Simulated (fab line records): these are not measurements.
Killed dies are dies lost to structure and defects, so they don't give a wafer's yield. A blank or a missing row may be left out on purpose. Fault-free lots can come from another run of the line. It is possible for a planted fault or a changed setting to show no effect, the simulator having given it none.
Split-lot trial || flow n5 finfet || on a route of 1938 steps: 7 lots, 21 wafers read

THE SPLIT
At N5_BEOL_M5_EXPOSE_08 (exposes mask M5, target cd 28 nm), the setting dose mj was moved away from the recipe's 35.75 on 8 of the 21 wafers read, by +2.6% to +7.1%. All remaining wafers had this setting at the recipe value.

FROM THE SPLIT TO THE READING: what the file shows between them, 27 steps
- N5_BEOL_M5_PEB_09: peb time 60 s
- N5_BEOL_M5_DEVELOP_10: develop time 30 s
- N5_BEOL_M5_CD_MEAS_11: target cd 27.74 nm
- N5_BEOL_M5_DESCUM_16: chemistry O2, time 7 s
- N5_BEOL_M5_ETCH_72: etches underlayer in N2/H2, target depth 6.5 nm, time 5.2 s
- N5_BEOL_M5_ETCH_61: etches SiARC in CF4, target depth 15.6 nm, time 26 s
- N5_BEOL_M5_ETCH_62: etches SOC in N2/H2, target depth 75 nm, overetch 15 nm, time 112.5 s
- N5_BEOL_M5_STRIP_63: strips in N2/H2
- N5_BEOL_M5_STRIP_73: strips in N2/H2
- N5_BEOL_M5_STRIP_64: strips in CF4
- N5_BEOL_M5_HM_OPEN_17: chemistry Cl2/BCl3, target TiN, target depth 20 nm, overetch 6 nm
- N5_BEOL_M5_STRIP_19: strips in O2
- N5_BEOL_M5_CD_MEAS_18: pitch 56 nm, target cd 28 nm
- N5_BEOL_M5_COAT_65: time 60 s, resist thk 60 nm
- N5_BEOL_M5_COAT_66: time 60 s, resist thk 12 nm
- N5_BEOL_M5_ETCH_75: etches underlayer in N2/H2, target depth 6.5 nm, time 5.2 s
- N5_BEOL_M5_ETCH_67: etches SiARC in CF4, target depth 15.6 nm, time 26 s
- N5_BEOL_M5_ETCH_68: etches SOC in N2/H2, target depth 80 nm, overetch 16 nm, time 120 s
- N5_BEOL_M5_STRIP_69: strips in N2/H2
- N5_BEOL_M5_STRIP_76: strips in N2/H2
- N5_BEOL_M5_STRIP_85: strips in C4F6/O2
- N5_BEOL_M5_STRIP_36: strips in N2/H2
- N5_BEOL_M5_TRENCH_ETCH_37: etches SiCOH lowk in C4F6/O2, target depth 71.652 nm, time 24.7 s
- N5_BEOL_M5_ETCH_41: etches SiCN in CH3F/O2, target depth 31.5 nm, time 56.7 s
- N5_BEOL_M5_STRIP_91: strips in N2/H2, time 10 s
- N5_BEOL_M5_PRECLEAN_42: cleans in residue remover, time 60 s
- N5_BEOL_M5_SRD_43: time 30 s

THE READING
cd nm, in nm, at N5_BEOL_M5_CD_MEAS_35 (target cd 28 nm, target cd y 24 nm). Fault-free wafers of this fab line usually give 28.2 nm, standard deviation 0.36 nm.

{"wafer": "L076.2", "tool, chamber at the split": "euv scanner-01, 0", "dose mj as run": 35.75, "against the recipe": "recipe", "cd nm, nm": 28.0, "against lot-mates on the recipe": "-"}
{"wafer": "L076.4", "tool, chamber at the split": "euv scanner-01, 0", "dose mj as run": 37.71, "against the recipe": "+5.5%", "cd nm, nm": 29.1, "against lot-mates on the recipe": "+1.1"}
{"wafer": "L076.6", "tool, chamber at the split": "euv scanner-01, 0", "dose mj as run": 37.71, "against the recipe": "+5.5%", "cd nm, nm": 29.5, "against lot-mates on the recipe": "+1.5"}
{"wafer": "L077.2", "tool, chamber at the split": "euv scanner-01, 0", "dose mj as run": 36.68, "against the recipe": "+2.6%", "cd nm, nm": 28.8, "against lot-mates on the recipe": "+0.8"}
{"wafer": "L077.3", "tool, chamber at the split": "euv scanner-01, 0", "dose mj as run": 35.75, "against the recipe": "recipe", "cd nm, nm": 27.6, "against lot-mates on the recipe": "-"}
{"wafer": "L077.5", "tool, chamber at the split": "euv scanner-01, 0", "dose mj as run": 35.75, "against the recipe": "recipe", "cd nm, nm": 28.4, "against lot-mates on the recipe": "-"}
{"wafer": "L078.1", "tool, chamber at the split": "euv scanner-02, 0", "dose mj as run": 35.75, "against the recipe": "recipe", "cd nm, nm": 27.7, "against lot-mates on the recipe": "-"}
{"wafer": "L078.3", "tool, chamber at the split": "euv scanner-02, 0", "dose mj as run": 37.85, "against the recipe": "+5.9%", "cd nm, nm": 29.0, "against lot-mates on the recipe": "+1.3"}
{"wafer": "L078.5", "tool, chamber at the split": "euv scanner-02, 0", "dose mj as run": 37.85, "against the recipe": "+5.9%", "cd nm, nm": 29.5, "against lot-mates on the recipe": "+1.8"}
{"wafer": "L079.3", "tool, chamber at the split": "euv scanner-01, 0", "dose mj as run": 35.75, "against the recipe": "recipe", "cd nm, nm": 28.8, "against lot-mates on the recipe": "-"}
{"wafer": "L079.4", "tool, chamber at the split": "euv scanner-01, 0", "dose mj as run": 35.75, "against the recipe": "recipe", "cd nm, nm": 28.6, "against lot-mates on the recipe": "-"}
{"wafer": "L079.6", "tool, chamber at the split": "euv scanner-01, 0", "dose mj as run": 35.75, "against the recipe": "recipe", "cd nm, nm": 28.3, "against lot-mates on the recipe": "-"}
{"wafer": "L083.2", "tool, chamber at the split": "euv scanner-02, 0", "dose mj as run": 38.28, "against the recipe": "+7.1%", "cd nm, nm": 30.0, "against lot-mates on the recipe": "+1.7"}
{"wafer": "L083.3", "tool, chamber at the split": "euv scanner-02, 0", "dose mj as run": 35.75, "against the recipe": "recipe", "cd nm, nm": 28.3, "against lot-mates on the recipe": "-"}
{"wafer": "L083.6", "tool, chamber at the split": "euv scanner-02, 0", "dose mj as run": 38.28, "against the recipe": "+7.1%", "cd nm, nm": 29.8, "against lot-mates on the recipe": "+1.5"}
{"wafer": "L093.2", "tool, chamber at the split": "euv scanner-02, 0", "dose mj as run": 36.94, "against the recipe": "+3.3%", "cd nm, nm": 28.8, "against lot-mates on the recipe": "+0.8"}
{"wafer": "L093.4", "tool, chamber at the split": "euv scanner-02, 0", "dose mj as run": 35.75, "against the recipe": "recipe", "cd nm, nm": 28.3, "against lot-mates on the recipe": "-"}
{"wafer": "L093.6", "tool, chamber at the split": "euv scanner-02, 0", "dose mj as run": 35.75, "against the recipe": "recipe", "cd nm, nm": 27.8, "against lot-mates on the recipe": "-"}
{"wafer": "L096.2", "tool, chamber at the split": "euv scanner-02, 0", "dose mj as run": 35.75, "against the recipe": "recipe", "cd nm, nm": 28.4, "against lot-mates on the recipe": "-"}
{"wafer": "L096.3", "tool, chamber at the split": "euv scanner-02, 0", "dose mj as run": 35.75, "against the recipe": "recipe", "cd nm, nm": 27.7, "against lot-mates on the recipe": "-"}
{"wafer": "L096.6", "tool, chamber at the split": "euv scanner-02, 0", "dose mj as run": 35.75, "against the recipe": "recipe", "cd nm, nm": 27.9, "against lot-mates on the recipe": "-"}

FIT RESULTS
A straight line over all 21 wafers: cd nm changes by +0.222 nm for each +1% of dose mj; r = +0.89; the points scatter about the line by 0.33 nm.
The same after taking each lot's own level away (the mean of its wafers on the recipe; 21 wafers): +0.24 nm for each +1%; r = +0.94; scatter 0.25 nm.
The reading moves by 1.7 nm for the largest change in dose mj, on that fit.
The lots' own levels span 27.70 to 28.57 nm, that is 2.4 times the standard deviation above.
Consequently the slope shifts little with the lot-to-lot level, the two slopes agreeing.
Check: +1.71 nm against its lot-mates is what the line predicts for one of the wafers moved furthest among these (+7.1%) when that wafer is left out of the fit. Against them it came out at +1.7 nm.

THE WHOLE CHAIN: every reading that the file lists as answering this split, in the file's order
{"step": "N5_BEOL_M5_CD_MEAS_11", "what it does": "target cd 27.74 nm", "reading": "cd nm", "change (the file's fit)": "+0.214 nm for each +1% of the setting", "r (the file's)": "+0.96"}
{"step": "N5_BEOL_M5_DESCUM_16", "what it does": "chemistry O2, time 7 s", "reading": "BEOL_M5.cd nm (the simulator's own value, which no gauge read)", "change (the file's fit)": "+0.233 nm for each +1% of the setting", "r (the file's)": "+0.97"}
{"step": "N5_BEOL_M5_ETCH_61", "what it does": "etches SiARC in CF4, target depth 15.6 nm, time 26 s", "reading": "BEOL_M5.cd nm (the simulator's own value, which no gauge read)", "change (the file's fit)": "+0.242 nm for each +1% of the setting", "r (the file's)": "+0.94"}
{"step": "N5_BEOL_M5_CD_MEAS_18", "what it does": "pitch 56 nm, target cd 28 nm", "reading": "cd nm", "change (the file's fit)": "+0.226 nm for each +1% of the setting", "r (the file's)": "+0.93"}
{"step": "N5_BEOL_M5_ETCH_68", "what it does": "etches SOC in N2/H2, target depth 80 nm, overetch 16 nm, time 120 s", "reading": "BEOL_M5.cd nm (the simulator's own value, which no gauge read)", "change (the file's fit)": "+0.255 nm for each +1% of the setting", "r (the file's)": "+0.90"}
{"step": "N5_BEOL_M5_TRENCH_ETCH_37", "what it does": "etches SiCOH lowk in C4F6/O2, target depth 71.652 nm, time 24.7 s", "reading": "BEOL_M5.cd nm (the simulator's own value, which no gauge read)", "change (the file's fit)": "+0.248 nm for each +1% of the setting", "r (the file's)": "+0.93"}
{"step": "N5_BEOL_M5_CD_MEAS_35", "what it does": "target cd 28 nm, target cd y 24 nm", "reading": "cd nm", "change (the file's fit)": "+0.24 nm for each +1% of the setting", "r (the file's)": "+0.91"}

FILE'S OWN FIT
cd nm changes by +0.24 nm for each +1% of dose mj, r = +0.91.
